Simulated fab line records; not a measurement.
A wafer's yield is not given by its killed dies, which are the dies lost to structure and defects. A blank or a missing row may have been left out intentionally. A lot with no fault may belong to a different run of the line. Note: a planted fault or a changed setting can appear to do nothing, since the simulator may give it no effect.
fab line records    flow n5-finfet
[record] lots = 7  wafers = 21
route steps=1938 shown MOL_CONTACT_COAG@531 BEOL_M0_SAQP@632 BEOL_M0_CUTY@713 BEOL_M0@715 BEOL_M1@777
start-h: hours from the record's opening day to when the first of the lot's shown wafers began    wait-h: how many hours have passed since the lot's step before this one    " unchanged from the row above    L1.1+2: one row covering several wafers at once    - no value, or no start was given    * or withheld: withheld    < > ~ a bound
route shown NAME@n: a module of which the file shows steps, and the number in the route of the first    usual: mean/standard deviation of fault-free wafers    same: alike in all rows    chamber/n: place in a boat    sites: readings site by site    _std_site: the standard deviation of these    _edge_site: outer sites' mean less inner sites'    radius-mm: how far each site lies from the wafer's centre    mask NAME#n: copy n    behind: tool/chamber where the wafer was last shaped    hold: what put the lot on hold/how long, in hours/how the hold closed    device: which transistor (n, p or np) failed to switch    end of line: the same wafers' tests at the end of the route    a step with no rows: only its recipe    killed: dies that structure and defects cost at the first sort, which is not the same as the wafer's yield    map: a wafer's dies, marking killed ones x, the rest . and places with no die _
set.NAME: the setting as run; set.NAME@STEP: as run at that earlier step    model.NAME: the simulator's own value behind a step, which no gauge read
lots run with intentionally changed settings; tables by step, rows by wafer
[[steps]]
[step N5_MOL_CONTACT_COAG_ETCH_105]
[recipe] chemistry = CF4  target = SiARC  target-depth-a = 156  mask-material = CAR-EUV  time-s = 26  ion-energy-ev = 80  pressure-mtorr = 40  source-w = 545  bias-w = 36  Ar_flow_sccm = 100  cf4-flow-sccm = 100  ends = cleared
[usual] rf-vpp-V = 183.7/1.1
lot.wafer  tool         chamber  start-h  wait-h  set.bias-w  rf-vpp-V
L082.1     rie-diel-06  1        137.31   0.0     30.77       165.6
L082.2     "            2        "        "       36          183.5
L082.6     "            1        "        "       36          182.8
L083.1     rie-diel-06  3        148.64   0.0     36          183.6
L083.4     "            1        "        "       36          182.2
L083.6     "            0        "        "       36          183.2
L087.1     rie-diel-02  2        165.33   0.0     36          185.7
L087.4     "            0        "        "       32.43       171.3
L087.6     "            2        "        "       36          183.8
L090.2     rie-diel-06  3        185.28   0.0     36          182.3
L090.3     "            2        "        "       36          183.3
L090.5     "            2        "        "       36          185.3
L092.1     rie-diel-02  2        199.72   0.0     34.12       179.5
L092.3     "            3        "        "       36          184.2
L092.5     "            1        "        "       34.12       176.4
L093.3     rie-diel-04  3        204.46   0.0     30.53       165.3
L093.4     "            2        "        "       36          185.2
L093.6     "            1        "        "       30.53       164.9
L094.1     rie-diel-04  0        208.64   0.0     31.87       171.2
L094.5     "            0        "        "       36          185.4
L094.6     "            3        "        "       36          183.1
[step N5_MOL_CONTACT_COAG_ETCHBACK_136]
[recipe] chemistry = CHF3  target = SiO2  target-depth-a = 250  time-s = 16.7  ion-energy-ev = 200  pressure-mtorr = 30  source-w = 610  bias-w = 170  Ar_flow_sccm = 200  CHF3_flow_sccm = 50
lot.wafer   tool         chamber  start-h  wait-h  set.target-depth-a
L082.1+2    rie-diel-06  3,0      153.48   0.0     241.2
L082.6      "            3        "        "       250
L083.1      rie-diel-04  1        160.42   0.0     250
L083.4+6    "            2        "        "       258.5
L087.1+6    rie-diel-04  1,3      181.54   0.0     250
L087.4      "            1        "        "       272.6
L090.2+3+5  rie-diel-06  1,0,0    197.19   0.0     250
L092.1+3    rie-diel-06  0,3      212.10   0.0     250
L092.5      "            3        "        "       225.4
L093.3+4    rie-diel-04  2,3      215.84   0.0     233.3
L093.6      "            2        "        "       250
L094.1+5    rie-diel-06  2        219.84   0.0     236.6
L094.6      "            1        "        "       250
[step N5_MOL_CONTACT_COAG_VIA_ETCH_117]
[recipe] chemistry = C4F6/O2  target-depth-a = 400  overetch-a = 80  mask-material = SOC  target = SiO2  bias-w = 455  pressure-mtorr = 10  time-s = 26  source-w = 325  Ar_flow_sccm = 300  C4F6_flow_sccm = 10  O2_flow_sccm = 10  ion-energy-ev = 575.3  ends = end-point
lot.wafer  tool         chamber  start-h  wait-h  set.bias-w  set.target-depth-a@MOL_CONTACT_COAG_ETCHBACK_136  model.etch.depth-nm  model.MOL_CONTACT_COAG.feature-depth-nm
L082.1     rie-diel-06  3        153.52   0.0     476.4       241.2                                             40.78                40.8
L082.2     "            0        "        "       455         241.2                                             41.14                41.2
L082.6     "            3        "        "       476.4       250                                               39.97                40
L083.1     rie-diel-04  1        160.45   0.0     455         250                                               39.64                39.6
L083.4     "            2        "        "       455         258.5                                             39.89                39.8
L083.6     "            2        "        "       418.4       258.5                                             39.5                 39.6
L087.1     rie-diel-04  1        181.57   0.0     455         250                                               39.61                39.6
L087.4     "            1        "        "       455         272.6                                             37.42                37.4
L087.6     "            3        "        "       523         250                                               39.66                39.6
L090.2+5   rie-diel-06  1,0      197.22   0.0     455         250                                               39.74                39.8
L090.3     "            0        "        "       455         250                                               39.43                39.4
L092.1     rie-diel-06  0        212.14   0.0     455         250                                               39.8                 39.8
L092.3     "            3        "        "       455         250                                               40.08                40
L092.5     "            3        "        "       455         225.4                                             42.7                 42.6
L093.3     rie-diel-04  2        215.87   0.0     376.3       233.3                                             42.18                42.2
L093.4     "            3        "        "       455         233.3                                             40.96                41
L093.6     "            2        "        "       455         250                                               40.69                40.6
L094.1     rie-diel-06  2        219.87   0.0     455         236.6                                             42.48                42.4
L094.5     "            2        "        "       401.5       236.6                                             42.48                42.4
L094.6     "            1        "        "       455         250                                               39.8                 39.8
[step N5_BEOL_M0_SAQP_PECVD_00]
[recipe] material = SiCN  target-thk-a = 80  temp-c = withheld  precursor = 3MS/NH3  pressure-torr = 3  rf-w = 202  time-s = 14
lot.wafer  tool      chamber  start-h  wait-h  set.time-s  model.SiCN_of_BEOL_M0_SAQP_PECVD_00.thk-nm
L082.1     pecvd-03  1        158.02   0.2     12.46       7
L082.2     "         0        "        "       14          8.2
L082.6     "         1        "        "       14          8
L083.1+6   pecvd-04  2,1      164.94   0.2     14.92       8.8
L083.4     "         0        "        "       14.92       8.6
L087.1     pecvd-02  0        186.05   0.2     14          8.6
L087.4     "         0        "        "       13.06       8
L087.6     "         1        "        "       14          8.2
L090.2+5   pecvd-04  2,1      201.71   0.2     14          8.2
L090.3     "         0        "        "       14          7.6
L092.1     pecvd-02  1        216.63   0.2     15.3        9
L092.3     "         2        "        "       15.3        9.2
L092.5     "         2        "        "       14          8.4
L093.3+6   pecvd-03  1        220.37   0.1     14          8
L093.4     "         0        "        "       14          8.4
L094.1     pecvd-02  1        224.35   0.2     15.51       8.8
L094.5     "         1        "        "       14          8
L094.6     "         2        "        "       15.51       9.2
[step N5_BEOL_M0_SAQP_HM_DEP_02]
[recipe] material = TiN  target-thk-a = 120  temp-c = 25  chamber-pressure-pa = 0.49996
lot.wafer   tool            chamber  start-h  wait-h  set.target-thk-a  model.TiN_of_BEOL_M0_SAQP_HM_DEP_02.thk-nm
L082.1      pvd-sputter-01  -        159.47   1.4     120               12
L082.2      "               -        "        "       128.2             12.4
L082.6      "               -        "        "       120               11.8
L083.1      pvd-sputter-01  -        165.35   0.4     124.1             12.2
L083.4      "               -        "        "       120               11.8
L083.6      "               -        "        "       120               12
L087.1+4    pvd-sputter-02  -        188.04   1.9     120               12.2
L087.6      "               -        "        "       105.6             10.8
L090.2+3+5  pvd-sputter-03  -        202.80   1.0     120               12
L092.1+5    pvd-sputter-03  -        217.18   0.5     120               12.4
L092.3      "               -        "        "       120               12
L093.3+6    pvd-sputter-01  -        221.03   0.6     120               12
L093.4      "               -        "        "       133.6             13.2
L094.1+5    pvd-sputter-02  -        225.57   1.2     120               12.2
L094.6      "               -        "        "       120               12
[step N5_BEOL_M0_SAQP_SPACER2_ALD_26]
[recipe] material = SiO2  target-thk-a = 150  temp-c = 300  ald-precursor-family = BDEAS  ald-co-reactant = O2-plasma  pulse-time-s = 1  purge-time-s = 2  co-reactant-purge-time-s = 2  pressure-torr = 2
lot.wafer  tool        chamber  start-h  wait-h  set.target-thk-a  model.SiO2_of_BEOL_M0_SAQP_SPACER2_ALD_26.thk-nm
L082.1     ald-sin-02  1        163.21   0.1     133.2             13.2
L082.2     "           0        "        "       150               14.8
L082.6     "           3        "        "       133.2             13
L083.1     ald-sin-02  1        169.16   0.1     134.6             13.6
L083.4     "           0        "        "       150               14.8
L083.6     "           0        "        "       134.6             13.4
L087.1     ald-sin-01  2        192.76   0.1     150               15
L087.4+6   "           0,3      "        "       144.6             14.4
L090.2+3   ald-sin-01  3,1      206.61   0.1     150               15
L090.5     "           0        "        "       150               15.2
L092.1+5   ald-sin-01  1        220.99   0.1     150               14.8
L092.3     "           0        "        "       161               16
L093.3+4   ald-sin-02  1,2      224.51   0.1     150               14.8
L093.6     "           1        "        "       150               15
L094.1     ald-sin-04  3        230.25   0.1     150               15.2
L094.5+6   "           0,1      "        "       144.8             14.6
[step N5_BEOL_M0_SAQP_SPACER2_ETCHBACK_27]
[recipe] chemistry = CHF3/O2  mode = anisotropic-etchback  target = SiO2  target-depth-a = 225  time-s = 11.25  pressure-mtorr = 30  source-w = 650  bias-w = 170  Ar_flow_sccm = 200  CHF3_flow_sccm = 50  O2_flow_sccm = 5  ion-energy-ev = 200
lot.wafer   tool         chamber  start-h  wait-h  set.time-s
L082.1+2+6  rie-diel-03  1,3,1    163.76   0.3     11.25
L083.1      rie-diel-01  0        169.71   0.3     10.55
L083.4+6    "            1,0      "        "       11.25
L087.1+4+6  rie-diel-03  0,0,3    193.31   0.3     11.25
L090.2+3+5  rie-diel-01  1,0,1    207.33   0.5     11.25
L092.1+3+5  rie-diel-01  3,2,1    221.54   0.3     11.25
L093.3+4+6  rie-diel-03  2,1,3    225.08   0.3     11.25
L094.1+5    rie-diel-01  1,3      230.80   0.3     13.36
L094.6      "            0        "        "       11.25
[step N5_BEOL_M0_SAQP_MANDREL2_REMOVE_110]
[recipe] chemistry = HBr/Cl2/O2  bt-time-s = 10  target = a-Si  stop-on = SiCN  endpoint = OES-SiCl  over-etch-frac = 1  icp-w = 600  bias-w = 30  HBr_flow_sccm = 150  Cl2_flow_sccm = 80  O2_flow_sccm = 5  pressure-mtorr = 10
lot.wafer   tool       chamber  start-h  wait-h  set.target-thk-a@BEOL_M0_SAQP_SPACER2_ALD_26  model.BEOL_M0_SAQP.cd-nm
L082.1      rie-si-06  1        163.85   0.1     133.2                                         13.2
L082.2      "          0        "        "       150                                           14.8
L082.6      "          3        "        "       133.2                                         13
L083.1      rie-si-01  3        169.79   0.1     134.6                                         13.8
L083.4      "          0        "        "       150                                           15
L083.6      "          0        "        "       134.6                                         13.4
L087.1      rie-si-04  2        193.40   0.1     150                                           14.8
L087.4+6    "          0,1      "        "       144.6                                         14.4
L090.2+3+5  rie-si-06  1,0,2    207.41   0.1     150                                           15.2
L092.1+5    rie-si-06  2        221.64   0.1     150                                           15
L092.3      "          1        "        "       161                                           16
L093.3      rie-si-06  0        225.16   0.1     150                                           15
L093.4      "          1        "        "       150                                           14.8
L093.6      "          0        "        "       150                                           15.2
L094.1      rie-si-06  0        230.88   0.1     150                                           15.4
L094.5      "          2        "        "       144.8                                         14.6
L094.6      "          1        "        "       144.8                                         14.4
[step N5_BEOL_M0_SAQP_CD_MEAS_29]
[recipe] target-cd-nm = 14.4  landing-energy-ev = 1000  detector = se-inlens
[usual] cd-nm = 15.00/0.24
lot.wafer  tool       chamber  start-h  wait-h  set.target-thk-a@BEOL_M0_SAQP_SPACER2_ALD_26  cd-nm
L082.1     cd-sem-03  0        163.96   0.1     133.2                                         13.09
L082.2     "          0        "        "       150                                           15.06
L082.6     "          0        "        "       133.2                                         12.97
L083.1     cd-sem-03  0        169.90   0.1     134.6                                         13.89
L083.4     "          0        "        "       150                                           15.00
L083.6     "          0        "        "       134.6                                         13.35
L087.1     cd-sem-02  0        193.51   0.1     150                                           15.12
L087.4     "          0        "        "       144.6                                         14.36
L087.6     "          0        "        "       144.6                                         14.27
L090.2     cd-sem-01  0        207.53   0.1     150                                           15.06
L090.3     "          0        "        "       150                                           15.34
L090.5     "          0        "        "       150                                           15.51
L092.1     cd-sem-02  0        221.75   0.1     150                                           14.95
L092.3     "          0        "        "       161                                           15.82
L092.5     "          0        "        "       150                                           14.98
L093.3     cd-sem-01  0        225.28   0.1     150                                           15.11
L093.4     "          0        "        "       150                                           14.86
L093.6     "          0        "        "       150                                           15.00
L094.1     cd-sem-02  0        230.99   0.1     150                                           15.33
L094.5     "          0        "        "       144.8                                         14.11
L094.6     "          0        "        "       144.8                                         14.21
[step N5_BEOL_M0_SAQP_COAT_69]
[recipe] resist = SOC  temp-c = 250  time-s = 60  spin-rpm = 1500  resist-thk-nm = 90
[step N5_BEOL_M0_SAQP_COAT_72]
[recipe] resist = SiARC  temp-c = 220  time-s = 60  spin-rpm = 1500  resist-thk-nm = 15
[step N5_BEOL_M0_CUTY_ETCH_63]
[recipe] chemistry = N2/H2  target = SOC  target-depth-a = 827  overetch-a = 165  mask-material = SiARC  temp-c = 40  ion-energy-ev = 200  time-s = 124  pressure-mtorr = 30  source-w = 840  bias-w = 150  n2-flow-sccm = 200  h2-flow-sccm = 200
[step N5_BEOL_M0_CUTY_STRIP_64]
[recipe] chemistry = N2/H2  temp-c = 40  n2-flow-sccm = 200  h2-flow-sccm = 200  rf-frequency-hz = 6e+07
[step N5_BEOL_M0_ETCH_138]
[recipe] chemistry = CH3F/O2  target-depth-a = 120  target = SiCN  time-s = 31.6  ion-energy-ev = 120  pressure-mtorr = 30  source-w = 395  bias-w = 75  Ar_flow_sccm = 150  CH3F_flow_sccm = 30  O2_flow_sccm = 20  ends = cleared
lot.wafer   tool         chamber  start-h  wait-h  set.target-thk-a@BEOL_M0_SAQP_SPACER2_ALD_26  model.SiO2_of_BEOL_M0_SAQP_SPACER2_ALD_26.thk-nm
L082.1      rie-diel-06  0        166.46   0.0     133.2                                         3.4
L082.2      "            3        "        "       150                                           5.2
L082.6      "            3        "        "       133.2                                         3.2
L083.1      rie-diel-06  0        171.84   0.0     134.6                                         4
L083.4      "            0        "        "       150                                           5.2
L083.6      "            1        "        "       134.6                                         3.6
L087.1      rie-diel-02  1        195.76   0.0     150                                           5.2
L087.4+6    "            0,1      "        "       144.6                                         4.6
L090.2+3+5  rie-diel-02  2,1,2    209.99   0.0     150                                           5.4
L092.1      rie-diel-02  3        223.78   0.0     150                                           4.8
L092.3      "            0        "        "       161                                           6.4
L092.5      "            1        "        "       150                                           5.2
L093.3+4+6  rie-diel-06  0,3,3    227.31   0.0     150                                           5.2
L094.1      rie-diel-02  0        233.21   0.0     150                                           5.4
L094.5+6    "            1,0      "        "       144.8                                         4.8
[step N5_BEOL_M0_HM_OPEN_105]
[recipe] chemistry = Cl2/BCl3  target-depth-a = 120  target = TiN  ion-energy-ev = 150  pressure-mtorr = 10  icp-w = 1000  bias-w = 126  Cl2_flow_sccm = 53.25  bcl3-flow-sccm = 21.75  Ar_flow_sccm = 25
lot.wafer   tool          chamber  start-h  wait-h  set.target-thk-a@BEOL_M0_SAQP_SPACER2_ALD_26  model.SiO2_of_BEOL_M0_SAQP_SPACER2_ALD_26.thk-nm
L082.1+6    rie-metal-02  1        168.70   2.2     133.2                                         1.6
L082.2      "             0        "        "       150                                           2.8
L083.1      rie-metal-01  0        173.23   1.3     134.6                                         1.8
L083.4      "             1        "        "       150                                           2.8
L083.6      "             0        "        "       134.6                                         1.6
L087.1      rie-metal-03  1        202.14   6.3     150                                           3
L087.4      "             0        "        "       144.6                                         2.4
L087.6      "             1        "        "       144.6                                         2.2
L090.2+3+5  rie-metal-02  0,0,1    212.38   2.4     150                                           3
L092.1      rie-metal-02  0        226.28   2.5     150                                           2.4
L092.3      "             0        "        "       161                                           4
L092.5      "             1        "        "       150                                           2.6
L093.3+6    rie-metal-02  0        228.50   1.1     150                                           2.8
L093.4      "             1        "        "       150                                           2.6
L094.1      rie-metal-03  0        234.24   1.0     150                                           3
L094.5+6    "             0,1      "        "       144.8                                         2.4
[step N5_BEOL_M1_COAT_67]
[recipe] resist = SOC  temp-c = 250  time-s = 60  spin-rpm = 1500  resist-thk-nm = 60
lot.wafer   tool            chamber  start-h  wait-h  set.spin-rpm  model.SOC_of_BEOL_M1_COAT_67.thk-nm
L082.1      litho-track-05  0        174.85   0.0     1500          59.8
L082.2      "               0        "        "       1348          63.2
L082.6      "               0        "        "       1348          63.4
L083.1+4+6  litho-track-02  0        179.39   0.0     1500          60
L087.1      litho-track-04  0        207.57   0.0     1500          60.4
L087.4+6    "               0        "        "       1500          60
L090.2      litho-track-02  0        217.68   0.0     1500          59.8
L090.3+5    "               0        "        "       1500          60
L092.1      litho-track-05  0        232.39   0.0     1597          58
L092.3      "               0        "        "       1500          60.2
L092.5      "               0        "        "       1597          58.4
L093.3+4    litho-track-04  0        235.06   0.0     1343          63.6
L093.6      "               0        "        "       1500          60.2
L094.1      litho-track-02  0        239.84   0.0     1381          62.4
L094.5      "               0        "        "       1500          59.8
L094.6      "               0        "        "       1381          62.6
[step N5_BEOL_M1_DESCUM_33]
[recipe] chemistry = O2  time-s = 7  source-power-w = 50  bias-power-w = 20  pressure-mtorr = 20  rf-frequency-hz = 2.712e+07  temp-c = 40  resist = CAR-EUV  o2-flow-sccm = 225
lot.wafer  tool         chamber  start-h  wait-h  set.time-s  model.CAR-EUV_of_BEOL_M1_COAT_22.thk-nm
L082.1+2   rie-diel-05  0,3      175.73   0.5     7           26
L082.6     "            1        "        "       8.444       25.4
L083.1     rie-diel-01  2        179.92   0.0     7.995       25.4
L083.4     "            1        "        "       7           25.8
L083.6     "            3        "        "       7           26
L087.1     rie-diel-05  1        208.00   0.1     7           26.2
L087.4     "            3        "        "       7           26
L087.6     "            1        "        "       7.776       25.8
L090.2     rie-diel-05  0        218.34   0.2     7           26
L090.3+5   "            1,2      "        "       7           26.2
L092.1     rie-diel-01  0        232.80   0.0     7           26
L092.3+5   "            1,2      "        "       5.619       26.6
L093.3+6   rie-diel-01  2,0      235.59   0.0     7           26.2
L093.4     "            3        "        "       7           26
L094.1     rie-diel-05  0        240.25   0.0     7.459       25.8
L094.5     "            3        "        "       7           26
L094.6     "            2        "        "       7           26.2
[step N5_BEOL_M1_ETCH_77]
[recipe] chemistry = N2/H2  target = underlayer  target-depth-a = 65  mask-material = CAR-EUV  time-s = 5.2  ion-energy-ev = 200  pressure-mtorr = 30  source-w = 840  bias-w = 150  n2-flow-sccm = 200  h2-flow-sccm = 200  ends = cleared
lot.wafer  tool         chamber  start-h  wait-h  set.time-s@BEOL_M1_DESCUM_33  model.CAR-EUV_of_BEOL_M1_COAT_22.thk-nm
L082.1     rie-diel-05  0        175.76   0.0     7                             20.2
L082.2     "            3        "        "       7                             20.4
L082.6     "            1        "        "       8.444                         19.8
L083.1     rie-diel-01  2        179.95   0.0     7.995                         19.8
L083.4+6   "            1,3      "        "       7                             20.2
L087.1+4   rie-diel-05  1,3      208.04   0.0     7                             20.4
L087.6     "            1        "        "       7.776                         20
L090.2     rie-diel-05  0        218.37   0.0     7                             20.2
L090.3+5   "            1,2      "        "       7                             20.4
L092.1     rie-diel-01  0        232.83   0.0     7                             20.4
L092.3     "            1        "        "       5.619                         20.8
L092.5     "            2        "        "       5.619                         21
L093.3+6   rie-diel-01  2,0      235.63   0.0     7                             20.4
L093.4     "            3        "        "       7                             20.2
L094.1     rie-diel-05  0        240.28   0.0     7.459                         20
L094.5+6   "            3,2      "        "       7                             20.4
[step N5_BEOL_M1_ETCH_69]
[recipe] chemistry = CF4  target = SiARC  target-depth-a = 156  mask-material = CAR-EUV  time-s = 26  ion-energy-ev = 80  pressure-mtorr = 40  source-w = 545  bias-w = 36  Ar_flow_sccm = 100  cf4-flow-sccm = 100  ends = cleared
lot.wafer  tool         chamber  start-h  wait-h  set.time-s@BEOL_M1_DESCUM_33  model.CAR-EUV_of_BEOL_M1_COAT_22.thk-nm
L082.1     rie-diel-05  0        175.78   0.0     7                             11
L082.2     "            3        "        "       7                             11.2
L082.6     "            1        "        "       8.444                         10.6
L083.1     rie-diel-01  2        179.97   0.0     7.995                         10.6
L083.4+6   "            1,3      "        "       7                             11
L087.1+4   rie-diel-05  1,3      208.05   0.0     7                             11.2
L087.6     "            1        "        "       7.776                         10.8
L090.2     rie-diel-05  0        218.39   0.0     7                             11
L090.3+5   "            1,2      "        "       7                             11.2
L092.1     rie-diel-01  0        232.85   0.0     7                             11.2
L092.3+5   "            1,2      "        "       5.619                         11.8
L093.3+6   rie-diel-01  2,0      235.64   0.0     7                             11.2
L093.4     "            3        "        "       7                             11
L094.1     rie-diel-05  0        240.30   0.0     7.459                         10.8
L094.5     "            3        "        "       7                             11
L094.6     "            2        "        "       7                             11.2
[step N5_BEOL_M1_ALD_98]
[recipe] material = SiO2  target-thk-a = 25  temp-c = 100  ald-precursor-family = BDEAS  ald-co-reactant = O2-plasma  pulse-time-s = 1  co-reactant-pulse-time-s = 1  purge-time-s = 2  co-reactant-purge-time-s = 2  ald-cycles = 17  pressure-torr = 2
[step N5_BEOL_M1_ETCHBACK_99]
[recipe] chemistry = CHF3  target = SiO2  target-depth-a = 50  time-s = 10.4  source-w = 215  bias-w = 47  Ar_flow_sccm = 200  CHF3_flow_sccm = 12  ion-energy-ev = 100  pressure-mtorr = 30
[step N5_BEOL_M1_ETCH_70]
[recipe] chemistry = N2/H2  target = SOC  target-depth-a = 800  overetch-a = 160  mask-material = SiARC  temp-c = 40  time-s = 120  ion-energy-ev = 200  pressure-mtorr = 30  source-w = 840  bias-w = 150  n2-flow-sccm = 200  h2-flow-sccm = 200
lot.wafer  tool         chamber  start-h  wait-h  set.spin-rpm@BEOL_M1_COAT_67  model.etch.depth-nm
L082.1     rie-diel-03  3        178.04   0.0     1500                          59.75
L082.2     "            0        "        "       1348                          63.18
L082.6     "            1        "        "       1348                          63.33
L083.1     rie-diel-05  3        181.95   0.0     1500                          60.08
L083.4     "            2        "        "       1500                          60.04
L083.6     "            2        "        "       1500                          60.1
L087.1     rie-diel-01  1        214.54   0.0     1500                          60.37
L087.4     "            3        "        "       1500                          60.02
L087.6     "            0        "        "       1500                          60.1
L090.2     rie-diel-01  1        219.58   0.0     1500                          59.82
L090.3     "            3        "        "       1500                          59.93
L090.5     "            2        "        "       1500                          60
L092.1     rie-diel-05  1        234.34   0.0     1597                          58.07
L092.3     "            2        "        "       1500                          60.16
L092.5     "            1        "        "       1597                          58.32
L093.3     rie-diel-03  0        237.79   0.0     1343                          63.58
L093.4     "            1        "        "       1343                          63.55
L093.6     "            0        "        "       1500                          60.15
L094.1     rie-diel-05  2        240.63   0.0     1381                          62.45
L094.5     "            3        "        "       1500                          59.9
L094.6     "            2        "        "       1381                          62.5
[step N5_BEOL_M1_STRIP_71]
[recipe] chemistry = N2/H2  temp-c = 40  n2-flow-sccm = 200  h2-flow-sccm = 200  rf-frequency-hz = 6e+07
[step N5_BEOL_M1_STRIP_78]
[recipe] chemistry = N2/H2  temp-c = 40  n2-flow-sccm = 200  h2-flow-sccm = 200  rf-frequency-hz = 6e+07
[step N5_BEOL_M1_VIA_ETCH_34]
[recipe] chemistry = C4F6/O2  target-depth-a = 678  mask-material = SOC  pressure-mtorr = 15  ion-energy-ev = 250  taper-deg = 4  time-s = 64.4  source-w = 350  bias-w = 170  Ar_flow_sccm = 300  C4F6_flow_sccm = 10  O2_flow_sccm = 10
lot.wafer  tool         chamber  start-h  wait-h  set.spin-rpm@BEOL_M1_COAT_67  model.SOC_of_BEOL_M1_COAT_67.thk-nm
L082.1     rie-diel-03  3        178.14   0.0     1500                          51.6
L082.2     "            0        "        "       1348                          55.2
L082.6     "            1        "        "       1348                          55.4
L083.1     rie-diel-05  3        182.05   0.0     1500                          51.8
L083.4+6   "            2        "        "       1500                          52.2
L087.1+4   rie-diel-01  1,3      214.64   0.0     1500                          52.6
L087.6     "            0        "        "       1500                          52
L090.2+5   rie-diel-01  1,2      219.68   0.0     1500                          52.2
L090.3     "            3        "        "       1500                          52.4
L092.1     rie-diel-05  1        234.44   0.0     1597                          50.4
L092.3     "            2        "        "       1500                          52.2
L092.5     "            1        "        "       1597                          50.8
L093.3+4   rie-diel-03  0,1      237.89   0.0     1343                          55.6
L093.6     "            0        "        "       1500                          52.2
L094.1     rie-diel-05  2        240.73   0.0     1381                          54.6
L094.5     "            3        "        "       1500                          51.6
L094.6     "            2        "        "       1381                          54.8
[[key]]
[split] step = N5_MOL_CONTACT_COAG_ETCH_105  setting = bias-w  stated = 36  by = wafer
[response] step = N5_MOL_CONTACT_COAG_ETCH_105  reading = rf-vpp-V  change = +1.25  per = 1%  r = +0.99
[split] step = N5_MOL_CONTACT_COAG_ETCHBACK_136  setting = target-depth-a  stated = 250  by = wafer
[response] step = N5_MOL_CONTACT_COAG_VIA_ETCH_117  reading = model.etch.depth-nm  change = -0.256  per = 1%  r = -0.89
[response] step = N5_MOL_CONTACT_COAG_VIA_ETCH_117  reading = model.MOL_CONTACT_COAG.feature-depth-nm  change = -0.255  per = 1%  r = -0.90
[split] step = N5_MOL_CONTACT_COAG_VIA_ETCH_117  setting = bias-w  stated = 455  by = wafer
response none clear
[split] step = N5_BEOL_M0_SAQP_PECVD_00  setting = time-s  stated = 14  by = wafer
[response] step = N5_BEOL_M0_SAQP_PECVD_00  reading = model.SiCN_of_BEOL_M0_SAQP_PECVD_00.thk-nm  change = +0.087  per = 1%  r = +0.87
[split] step = N5_BEOL_M0_SAQP_HM_DEP_02  setting = target-thk-a  stated = 120  by = wafer
[response] step = N5_BEOL_M0_SAQP_HM_DEP_02  reading = model.TiN_of_BEOL_M0_SAQP_HM_DEP_02.thk-nm  change = +0.105  per = 1%  r = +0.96
[split] step = N5_BEOL_M0_SAQP_SPACER2_ALD_26  setting = target-thk-a  stated = 150  by = wafer
[response] step = N5_BEOL_M0_SAQP_SPACER2_ALD_26  reading = model.SiO2_of_BEOL_M0_SAQP_SPACER2_ALD_26.thk-nm  change = +0.147  per = 1%  r = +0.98
[response] step = N5_BEOL_M0_SAQP_MANDREL2_REMOVE_110  reading = model.BEOL_M0_SAQP.cd-nm  change = +0.146  per = 1%  r = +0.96
[response] step = N5_BEOL_M0_SAQP_CD_MEAS_29  reading = cd-nm  change = +0.162  per = 1%  r = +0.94
[response] step = N5_BEOL_M0_ETCH_138  reading = model.SiO2_of_BEOL_M0_SAQP_SPACER2_ALD_26.thk-nm  change = +0.162  per = 1%  r = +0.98
[response] step = N5_BEOL_M0_HM_OPEN_105  reading = model.SiO2_of_BEOL_M0_SAQP_SPACER2_ALD_26.thk-nm  shape = bent  at-lowest = 1.6  at-stated = 2.817  at-highest = 4
[split] step = N5_BEOL_M0_SAQP_SPACER2_ETCHBACK_27  setting = time-s  stated = 11.25  by = wafer
response none clear
[split] step = N5_BEOL_M1_COAT_67  setting = spin-rpm  stated = 1500  by = wafer
[response] step = N5_BEOL_M1_COAT_67  reading = model.SOC_of_BEOL_M1_COAT_67.thk-nm  change = -0.333  per = 1%  r = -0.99
[response] step = N5_BEOL_M1_ETCH_70  reading = model.etch.depth-nm  change = -0.329  per = 1%  r = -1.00
[response] step = N5_BEOL_M1_VIA_ETCH_34  reading = model.SOC_of_BEOL_M1_COAT_67.thk-nm  change = -0.341  per = 1%  r = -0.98
[split] step = N5_BEOL_M1_DESCUM_33  setting = time-s  stated = 7  by = wafer
[response] step = N5_BEOL_M1_DESCUM_33  reading = model.CAR-EUV_of_BEOL_M1_COAT_22.thk-nm  change = -0.031  per = 1%  r = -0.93
[response] step = N5_BEOL_M1_ETCH_77  reading = model.CAR-EUV_of_BEOL_M1_COAT_22.thk-nm  change = -0.0278  per = 1%  r = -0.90
[response] step = N5_BEOL_M1_ETCH_69  reading = model.CAR-EUV_of_BEOL_M1_COAT_22.thk-nm  change = -0.0289  per = 1%  r = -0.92
